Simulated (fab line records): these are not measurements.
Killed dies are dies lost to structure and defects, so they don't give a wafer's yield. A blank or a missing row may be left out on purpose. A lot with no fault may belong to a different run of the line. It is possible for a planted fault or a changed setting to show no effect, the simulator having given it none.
3 desks, one fault -- flow nand harc -- numbers are kept per desk, each desk with only its own; the story behind them comes last

== THE DEFECT DESK ==
Inspection counts along the route, by lot: the mean over sampled wafers that carry a number. Any lot whose mean is over 4 standard deviations away from the usual mean is out of limits and marked OUT; that distance is given in the brackets.
Columns: A = raw defect count at NHARC_A_SOURCE_PLATE_INSPECT_08, usual 56
lot,first seen here,A
L796,day 8 04:24,38
L798,day 8 21:55,40
L800,day 9 09:37,71
L804,day 11 04:17,42
L806,day 12 05:13,26
L810,day 13 14:17,84
L811,day 13 20:49,45
L812,day 14 14:01,62
L813,day 14 20:20,80
L814,day 15 17:46,59
L816,day 15 23:23,61
L817,day 16 18:53,99
L818,day 16 18:53,39
Result from this desk: across the 13 lots, nothing is out of limits.

== FOR THE TOOL OWNER'S DESK: pecvd onon-02 ==
The tool's own readings at NHARC_A_ONON_D1_DEP_12 (target thk 1000 nm): means of the sampled wafers that have a number, for each lot that ran on this tool. Any lot whose mean is over 4 standard deviations away from the usual mean is out of limits and marked OUT; that distance is given in the brackets.
Columns: A = n2 flow sccm at NHARC_A_ONON_D1_DEP_12, usual 2752 sccm
lot,first seen here,A
L796,day 8 06:44,2746
L804,day 11 06:40,2754
L806,day 12 07:43,2743
L812,day 14 16:20,2746
L818,day 16 21:17,2753
Result from this desk: across the 5 lots, nothing is out of limits.

== THE METROLOGY DESK ==
What the gauges read for every lot (on any tool): the sampled wafers with a number, averaged. Any lot whose mean is over 4 standard deviations away from the usual mean is out of limits and marked OUT; that distance is given in the brackets.
Columns: A = thk nm at NHARC_A_ONON_D1_THK_MEAS_05, usual 1002 nm; B = thk nm at NHARC_A_ONON_D1_THK_MEAS_14, usual 1001 nm
lot,first seen here,A,B
L796,day 8 05:32,992,999
L798,day 8 23:02,1010,1008
L800,day 9 10:45,994,995
L804,day 11 05:26,1004,819 (-14) OUT
L806,day 12 06:21,1018,846 (-12) OUT
L810,day 13 15:25,998,999
L811,day 13 21:58,1007,1009
L812,day 14 15:09,989,989
L813,day 14 21:29,1010,1004
L814,day 15 18:55,995,1016
L816,day 16 00:32,981,1012
L817,day 16 20:01,1014,999
L818,day 16 20:02,996,1012
This desk finds L804, L806 out of limits, L804 being first, at day 11 07:07 (thk nm at NHARC_A_ONON_D1_THK_MEAS_14). Within limits: L796, L798, L800, L810, L811, L812, L813, L814, L816, L817, L818.

== TAKEN TOGETHER ==
L804, L806 would have let the metrology desk raise an alarm at day 11 07:07.
No out-of-limits result turned up at the defect desk.
Nothing out of limits was seen by the tool owner's desk.
The defect desk has L804, L806 on record, within its limits.
On record at the tool owner's desk: L804, L806, within its limits.
The lots listed all ran NHARC_A_ONON_D1_DEP_12 on pecvd onon-02.

== WHAT THE SIMULATOR HAD PUT IN ==
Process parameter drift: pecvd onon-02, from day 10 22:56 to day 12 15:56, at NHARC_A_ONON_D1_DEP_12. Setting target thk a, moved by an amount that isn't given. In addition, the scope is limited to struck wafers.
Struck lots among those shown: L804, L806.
Per desk, hours elapsed from the start of the fault to the first reading out of limits: for the metrology desk, 8.
